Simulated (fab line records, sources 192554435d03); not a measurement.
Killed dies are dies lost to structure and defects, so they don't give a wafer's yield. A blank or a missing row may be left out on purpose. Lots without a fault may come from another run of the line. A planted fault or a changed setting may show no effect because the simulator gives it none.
Problem report in the 8D (eight disciplines) form, filled by code | flow n5_finfet | the parts of the form that need people (team, actions taken, sign-off) are left out

1. THE PROBLEM
thk_nm at N5_FIN_SAQP_THK_MEAS_05 reads a mean of 40.5 nm on 3 wafers of 2 lots; wafers without a fault read 38.0 nm with a standard deviation of 0.46. That is +5.4 standard deviations from the usual mean.
First seen on wafer L804.6, day 5 15:04, on film_metro-02. The record holds 28 wafers of 10 lots with a number at this step. Rule for "out", or "out of limits": more than 4 standard deviations from the usual mean. The other wafers with a number count as sound.

2. WHAT IT IS AND WHAT IT IS NOT
question                    | is                     | is not
which readings at this step | thk_nm                 | -
which lots                  | L804, L806             | L791, L793, L794, L801, L803, L809, L811, L812
which wafers of those lots  | L804.6, L806.5, L806.6 | L804.3
read on which gauges        | film_metro-02          | film_metro-01
when                        | from day 5 15:04       | up to then (16 sound wafers); but 9 sound wafers of L809, L811, L812 came after

3. SUSPECTS, AND WHAT RULES EACH OUT
Counting: a tool at a process step up to the reading stays a suspect if it ran every lot that is out. Sound lots after the first of them don't rule it out here, since some wafers of a struck lot are sound.
- the gauge at N5_FIN_SAQP_THK_MEAS_05: kept. All the wafers that are out were read on film_metro-02, and no step on other tools shows them out.
- rtp_anneal-01 at N5_WELL_APT_RTA_34 (time 10 s): kept. It ran every lot that is out, first L804 (day 5 09:55); its last sound lot up to then is L803 (day 5 04:57).
- pecvd-01 at N5_FIN_SAQP_HM_DEP_03 (deposits SiNx from SiH4/NH3/N2, target thk 38 nm, time 33.6 s): kept. It ran every lot that is out, first L804 (day 5 14:59); its last sound lot up to then is L801 (day 4 21:08).
Left after counting: rtp_anneal-01 at N5_WELL_APT_RTA_34, pecvd-01 at N5_FIN_SAQP_HM_DEP_03, film_metro-02 at N5_FIN_SAQP_THK_MEAS_05.

4. THE CAUSE (what the simulator had put in)
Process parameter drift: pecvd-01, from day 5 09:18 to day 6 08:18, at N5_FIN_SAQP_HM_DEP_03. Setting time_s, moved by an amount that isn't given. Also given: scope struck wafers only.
Counting left 3 suspects, and this tool is among them.

5. THE CHAIN OF EFFECTS, in route order
Each row: a reading whose mean over the struck wafers that have a number lies more than 3 standard deviations from the usual. Only readings for which the record gives a usual standard deviation are gone through. hours: the time from each lot's start at the first step in this table that gives one to its start at this step, as a median over the lots. sigmas: the change in usual standard deviations.
hours | step                    | reading           | usual   | on struck wafers | change | sigmas
0     | N5_FIN_SAQP_THK_MEAS_05 | thk_nm            | 38.0 nm | 40.5             | +2.5   | +5.4
5     | N5_FIN_SAQP_HM_OPEN_33  | etch_rf_on_time_s | 69.0 s  | 73.6             | +4.6   | +3.8
The process steps in it:
- N5_FIN_SAQP_HM_OPEN_33: chemistry CH3F/O2, target SiNx, target depth 49.4 nm, time 70.6 s.
Later measuring or inspecting steps at which every struck wafer that the step has a row for has a number for every such reading, and none has moved that far: N5_FIN_SAQP_CD_MEAS_16.

6. WHAT WOULD HAVE CAUGHT IT SOONER
In this record the first reading out of limits at a measuring or inspecting step was taken at day 5 15:04, 6 hours after the fault began at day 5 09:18.
Of the tool readings at N5_FIN_SAQP_HM_DEP_03 for which the record gives a usual standard deviation, none was out on any struck wafer, so an alarm limit of 4 standard deviations on them would not have fired.
Of the lots that are out (2), L806 began N5_FIN_SAQP_HM_DEP_03 on pecvd-01 after day 5 15:04. A hold on the tool at that time would have spared it.
